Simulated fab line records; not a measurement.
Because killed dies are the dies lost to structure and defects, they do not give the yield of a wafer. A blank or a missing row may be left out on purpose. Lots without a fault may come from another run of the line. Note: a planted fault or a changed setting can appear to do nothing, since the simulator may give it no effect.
Which tool was responsible? ; flow nand_harc ; 24 lots, 72 wafers sampled, at 4 steps of a route of 1159

WHAT EACH GAUGE READ, for each wafer
NHARC_A_SLIT_OVL_MEAS_10. Usual: overlay_x_nm 0.2 nm, standard deviation 0.74; overlay_y_nm -0.1 nm, standard deviation 0.89.
lot;measured;on;overlay_x_nm (nm);overlay_y_nm (nm);flag
L076;day 14 12:19;overlay-02;1.1 0.8 0.6;-0.7 -0.2 -0.4;
L075;day 14 12:30;overlay-01;1.7 1.1 1.2;1.1 1.1 1.1;
L074;day 14 12:10;overlay-01;0.5 -0.1 0.2;0.0 -0.2 0.1;
L077;day 14 22:29;overlay-01;0.3 0.1 0.0;-1.7 -1.5 -1.2;
L078;day 14 21:39;overlay-01;0.0 0.1 0.3;0.9 0.4 0.6;
L079;day 14 22:16;overlay-02;0.3 1.2 0.5;-1.6 -2.5 -1.7;
L080;day 15 11:13;overlay-01;-0.7 -0.7 -0.7;0.7 0.7 0.6;
L082;day 15 11:24;overlay-02;1.3 1.8 0.6;-0.1 -0.3 0.1;
L081;day 16 02:40;overlay-02;-0.3 -1.1 -0.7;1.1 0.9 0.6;
L084;day 16 16:07;overlay-02;-0.6 -0.5 -0.6;-0.4 -1.0 -0.7;
L083;day 16 15:57;overlay-02;-1.0 -0.9 -1.4;0.2 0.5 0.2;
L085;day 17 09:38;overlay-02;0.4 0.4 0.8;0.3 0.0 0.2;
L087;day 17 09:29;overlay-02;-0.4 -0.4 0.1;1.6 1.1 1.9;
L088;day 17 10:44;overlay-02;0.0 -0.1 -0.1;0.7 0.8 0.2;
L086;day 17 15:54;overlay-02;0.0 -0.4 -0.1;-0.3 -0.1 0.7;
L089;day 17 23:10;overlay-02;0.2 -0.7 -0.5;0.2 0.6 0.5;
L091;day 18 09:45;overlay-02;-1.1 -0.4 -0.7;0.7 0.9 0.7;
L090;day 18 08:23;overlay-02;-0.3 -0.2 -0.9;-1.1 -1.3 -0.8;
L094;day 18 16:17;overlay-02;0.6 0.1 0.5;-0.9 -1.7 -1.0;
L093;day 18 15:29;overlay-01;0.5 0.7 0.4;-1.5 -1.1 -1.4;
L092;day 19 06:47;overlay-02;1.6 1.1 1.1;-1.1 -1.4 -1.6;
L095;day 19 19:43;overlay-02;0.0 0.5 0.6;-0.2 -0.3 -0.3;
L096;day 20 06:16;overlay-02;1.3 0.8 1.3;0.4 0.5 0.5;
L097;day 20 07:28;overlay-01;0.5 0.4 0.5;-0.1 -0.3 -0.4;

WHAT TOOL EACH LOT RAN ON (gives the tool, then ch and the chambers of the sampled wafers, and finally the start)
lot;NHARC_A_STAIRCASE_ALD_415;NHARC_A_STAIRCASE_DESCUM_443;NHARC_A_SGD_CUT_ETCH_15
L076;ald_hk-02 ch 1,2,3, day 12 03:37;rie_diel-05 ch 0,1,3, day 13 20:53;rie_diel-08 ch 1,2,3, day 14 12:19 or earlier
L075;ald_hk-03 ch 1,2,3, day 12 05:02;rie_diel-04 ch 0,1,2, day 13 20:48;rie_diel-07 ch 0,1,2, day 14 12:30 or earlier
L074;ald_hk-03 ch 0,2,3, day 12 09:35;rie_diel-06 ch 0,1,3, day 13 20:52;rie_diel-13 ch 0,1,3, day 14 12:10 or earlier
L077;ald_hk-02 ch 0,3, day 12 14:23;rie_diel-05 ch 0,2,3, day 14 05:49;rie_diel-13 ch 0,1, day 14 22:29 or earlier
L078;ald_hk-03 ch 1,2,3, day 12 15:07;rie_diel-04 ch 1,2, day 14 05:52;rie_diel-07 ch 0,1, day 14 21:39 or earlier
L079;ald_hk-04 ch 0,2,3, day 12 17:10;rie_diel-05 ch 0,2, day 14 05:46;rie_diel-08 ch 0,3, day 14 22:16 or earlier
L080;ald_hk-02 ch 1,3, day 13 05:56;rie_diel-05 ch 1,3, day 14 19:41;rie_diel-13 ch 1,3, day 15 11:13 or earlier
L082;ald_hk-04 ch 0,2, day 13 06:41;rie_diel-06 ch 0,1, day 14 19:44;rie_diel-07 ch 1,2,3, day 15 11:24 or earlier
L081;ald_hk-02 ch 1,2,3, day 13 17:26;rie_diel-05 ch 1,2,3, day 15 08:08;rie_diel-07 ch 0,1,3, day 16 02:40 or earlier
L084;ald_hk-03 ch 0,1,3, day 14 05:31;rie_diel-04 ch 1,2,3, day 15 21:34;rie_diel-13 ch 0,2,3, day 16 16:07 or earlier
L083;ald_hk-04 ch 1,2,3, day 14 06:35;rie_diel-05 ch 0,1, day 15 21:43;rie_diel-07 ch 0,1,2, day 16 15:57 or earlier
L085;ald_hk-02 ch 0,2, day 15 03:43;rie_diel-06 ch 0,2, day 16 17:46;rie_diel-13 ch 0,1,2, day 17 09:38 or earlier
L087;ald_hk-03 ch 0,1,2, day 15 05:03;rie_diel-04 ch 0,1,3, day 16 17:43;rie_diel-13 ch 0,1,2, day 17 09:29 or earlier
L088;ald_hk-02 ch 1,2,3, day 15 07:38;rie_diel-06 ch 0,3, day 16 17:50;rie_diel-07 ch 0,1,2, day 17 10:44 or earlier
L086;ald_hk-04 ch 0,1,2, day 15 08:44;rie_diel-06 ch 0,1,2, day 16 17:54;rie_diel-08 ch 2,3, day 17 04:12
L089;ald_hk-03 ch 2,3, day 15 17:37;rie_diel-06 ch 1,2,3, day 17 06:51;rie_diel-08 ch 0,2,3, day 17 23:10 or earlier
L091;ald_hk-04 ch 0,1,2, day 15 21:14;rie_diel-06 ch 0,1,2, day 17 10:54;rie_diel-08 ch 1,2,3, day 18 09:45 or earlier
L090;ald_hk-02 ch 1,3, day 15 21:32;rie_diel-04 ch 1,3, day 17 11:04;rie_diel-13 ch 0,1,3, day 18 08:23 or earlier
L094;ald_hk-03 ch 2,3, day 16 08:31;rie_diel-05 ch 1,3, day 17 23:53;rie_diel-08 ch 0,2,3, day 18 16:17 or earlier
L093;ald_hk-02 ch 0,2,3, day 16 09:19;rie_diel-06 ch 0,2,3, day 17 23:45;rie_diel-13 ch 0,2,3, day 18 15:29 or earlier
L092;ald_hk-02 ch 0,1,2, day 16 15:17;rie_diel-05 ch 1,2,3, day 18 14:00;rie_diel-13 ch 1,2,3, day 19 06:47 or earlier
L095;ald_hk-03 ch 1,2,3, day 17 00:48;rie_diel-06 ch 1,2, day 19 03:20;rie_diel-08 ch 1,2, day 19 19:43 or earlier
L096;ald_hk-02 ch 1,2,3, day 17 15:59;rie_diel-04 ch 0,2, day 19 14:23;rie_diel-13 ch 0,1,3, day 20 06:16 or earlier
L097;ald_hk-03 ch 1,2,3, day 17 21:07;rie_diel-06 ch 0,1,2, day 19 14:21;rie_diel-08 ch 0,1,2, day 20 07:28 or earlier
- NHARC_A_STAIRCASE_ALD_415: deposits SiO2, target thk 30 nm, pulse time 6 s, ald cycles 300.
- NHARC_A_STAIRCASE_DESCUM_443: chemistry O2, time 3 s.
- NHARC_A_SGD_CUT_ETCH_15: etches the open film in CH3F/O2, target depth 75 nm, time 64.3 s.

AS READ BY THE TOOLS THEMSELVES (means over the sampled wafers that have a number; for cases with no such wafer, the mark the record gives instead)
NHARC_A_STAIRCASE_ALD_415. Usual: heater_power_w 475 W, standard deviation 42; precursor_pulse_height_rel 1.001, standard deviation 0.021.
lot;tool;heater_power_w (W);precursor_pulse_height_rel;flag
L076;ald_hk-02;450;1.005;
L075;ald_hk-03;503;1.001;
L074;ald_hk-03;511;1.002;
L077;ald_hk-02;467;0.991;
L078;ald_hk-03;498;1.015;
L079;ald_hk-04;471;0.999;
L080;ald_hk-02;464;1.002;
L082;ald_hk-04;462;0.986;
L081;ald_hk-02;453;1.002;
L084;ald_hk-03;474;1.011;
L083;ald_hk-04;501;0.991;
L085;ald_hk-02;449;0.995;
L087;ald_hk-03;462;0.999;
L088;ald_hk-02;462;1.012;
L086;ald_hk-04;498;0.991;
L089;ald_hk-03;538;1.009;
L091;ald_hk-04;495;0.984;
L090;ald_hk-02;473;0.981;
L094;ald_hk-03;536;1.017;
L093;ald_hk-02;452;1.003;
L092;ald_hk-02;455;0.992;
L095;ald_hk-03;498;0.994;
L096;ald_hk-02;456;1.016;
L097;ald_hk-03;510;0.993;

NHARC_A_STAIRCASE_DESCUM_443. Usual: drypump_motor_current_A 5.68 A, standard deviation 0.27; oes_product_au 0.999 a.u., standard deviation 0.013; rf_vpp_V 57.8 V, standard deviation 0.93; showerhead_plenum_p_Torr 1.91 Torr, standard deviation 0.099; throttle_valve_pct 11.311 %, standard deviation 0.0098.
lot;tool;drypump_motor_current_A (A);oes_product_au (a.u.);rf_vpp_V (V);showerhead_plenum_p_Torr (Torr);throttle_valve_pct (%);flag
L076;rie_diel-05;5.47;0.998;56.7;1.92;11.304;
L075;rie_diel-04;5.78;0.997;57.5;1.93;11.315;
L074;rie_diel-06;5.74;0.985;57.6;1.90;11.310;
L077;rie_diel-05;5.58;1.004;57.4;1.96;11.318;
L078;rie_diel-04;5.62;1.005;57.7;1.94;11.326;
L079;rie_diel-05;5.70;1.004;57.8;1.95;11.306;
L080;rie_diel-05;5.41;1.012;58.0;1.94;11.313;
L082;rie_diel-06;5.85;0.995;58.4;1.86;11.319;
L081;rie_diel-05;5.51;1.002;57.8;1.98;11.319;
L084;rie_diel-04;5.51;0.999;58.1;1.91;11.309;
L083;rie_diel-05;5.51;1.001;57.9;1.86;11.314;
L085;rie_diel-06;5.63;0.994;57.4;1.79;11.319;
L087;rie_diel-04;5.68;1.008;57.6;1.91;11.302;
L088;rie_diel-06;5.61;0.989;57.1;1.92;11.306;
L086;rie_diel-06;5.86;0.997;57.7;1.84;11.310;
L089;rie_diel-06;5.96;0.987;58.2;1.90;11.313;
L091;rie_diel-06;5.85;0.988;56.6;1.83;11.316;
L090;rie_diel-04;5.59;1.009;58.7;1.97;11.310;
L094;rie_diel-05;5.42;1.000;57.7;1.93;11.313;
L093;rie_diel-06;5.74;0.988;57.8;1.86;11.312;
L092;rie_diel-05;5.51;1.016;58.3;1.97;11.317;
L095;rie_diel-06;6.05;1.001;56.9;1.85;11.306;
L096;rie_diel-04;5.68;0.989;57.2;1.85;11.315;
L097;rie_diel-06;5.86;0.995;58.0;1.93;11.312;

NHARC_A_SGD_CUT_ETCH_15. Usual: drypump_motor_current_A 5.6 A, standard deviation 0.43; oes_product_au 0.957 a.u., standard deviation 0.019; rf_vpp_V 264.5 V, standard deviation 1.5; showerhead_plenum_p_Torr 2.51 Torr, standard deviation 0.09; throttle_valve_pct 20.661 %, standard deviation 0.0088.
lot;tool;drypump_motor_current_A (A);oes_product_au (a.u.);rf_vpp_V (V);showerhead_plenum_p_Torr (Torr);throttle_valve_pct (%);flag
L076;rie_diel-08;5.1;0.963;264.9;2.47;20.662;
L075;rie_diel-07;5.4;0.942;263.9;2.46;20.670;
L074;rie_diel-13;6.0;0.979;266.3;2.59;20.668;
L077;rie_diel-13;5.8;0.988;265.2;2.57;20.652;
L078;rie_diel-07;5.4;0.964;263.0;2.41;20.669;
L079;rie_diel-08;5.6;0.966;263.2;2.42;20.652;
L080;rie_diel-13;6.1;0.978;265.9;2.60;20.663;
L082;rie_diel-07;5.3;0.934;263.1;2.45;20.664;
L081;rie_diel-07;5.4;0.982;263.9;2.43;20.662;
L084;rie_diel-13;6.0;0.938;265.9;2.59;20.661;
L083;rie_diel-07;5.4;0.946;263.2;2.45;20.664;
L085;rie_diel-13;5.7;0.935;265.1;2.57;20.655;
L087;rie_diel-13;5.8;0.921;264.4;2.57;20.652;
L088;rie_diel-07;5.4;0.943;263.8;2.45;20.665;
L086;rie_diel-08;5.0;0.935;262.3;2.39;20.667;
L089;rie_diel-08;5.2;0.963;263.2;2.45;20.659;
L091;rie_diel-08;5.1;0.961;263.6;2.46;20.651;
L090;rie_diel-13;6.0;0.981;265.2;2.58;20.657;
L094;rie_diel-08;5.2;0.951;264.6;2.45;20.662;
L093;rie_diel-13;6.0;0.953;265.4;2.59;20.661;
L092;rie_diel-13;5.9;0.962;266.2;2.59;20.663;
L095;rie_diel-08;5.0;0.949;265.0;2.54;20.664;
L096;rie_diel-13;6.0;0.974;266.1;2.58;20.649;
L097;rie_diel-08;5.4;0.960;265.0;2.52;20.660;

THE ANSWER, worked out from the rows above alone
Rule: lot off if the mean of its wafers having a number is beyond 3 standard deviations from the usual mean. Also off: a lot with no number at a reading for which 4 or more lots have one. All remaining lots with rows at the step are treated as sound. First the gauges in route order, then the tools' own readings, where a lot's mean is used as printed above. The first step at which some lot is off is used, and at that step the reading that is off furthest; a lot without a number counts as furthest.
None of the lots is off at any reading shown; this tells nothing.

WHAT HAD BEEN PUT IN BY THE SIMULATOR
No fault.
